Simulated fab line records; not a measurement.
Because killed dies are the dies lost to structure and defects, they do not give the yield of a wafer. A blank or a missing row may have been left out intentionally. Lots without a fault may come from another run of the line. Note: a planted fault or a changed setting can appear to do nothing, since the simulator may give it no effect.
Matching of chambers | flow n5-finfet | N5_SDB_HM_DEP_00 on pecvd-03: 3 sister chambers
The step deposits SiNx from SiH4/NH3/N2, target thk 40 nm, time 35.3 s. 3 wafers are shown with their chamber, then 7 later ones without.

== WAFERS WITH THEIR CHAMBER ==
wafer  | chamber | showerhead-plenum-p-Torr (Torr)
L093.5 | 2       | 5.13
L095.3 | 1       | 5.09
L095.5 | 0       | 5.24

== WAFERS WHOSE CHAMBER IS MISSING ==
wafer  | showerhead-plenum-p-Torr (Torr)
L095.6 | 5.11
L096.1 | 5.23
L096.3 | 5.09
L096.5 | 5.11
L097.2 | 5.11
L097.3 | 5.09
L097.4 | 5.11

== WHICH CHAMBER EACH WENT THROUGH ==
wafer  | from the rows above     | in truth
L095.6 | can't be placed: 2 or 1 | 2
L096.1 | 0                       | 0
L096.3 | 1                       | 1
L096.5 | can't be placed: 2 or 1 | 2
L097.2 | can't be placed: 2 or 1 | 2
L097.3 | 1                       | 1
L097.4 | can't be placed: 2 or 1 | 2
Correct placement for 3 of the 7. From these rows, 4 cannot be placed; in 4 the true chamber is one of the candidates. Wrongly placed: 0.
How it was worked out, from the rows above alone: a wafer's distance from a chamber is the root of the sum, over the readings, of the square of ((its reading less the chamber's mean) divided by the reading's scatter). The wafer belongs to the nearest chamber; if the next one is less than 2 further off, it can't be placed. A chamber's mean is the mean of its shown wafers. The scatter: root of mean squared gap, hidden wafer to nearest shown wafer, with one shown wafer a chamber.
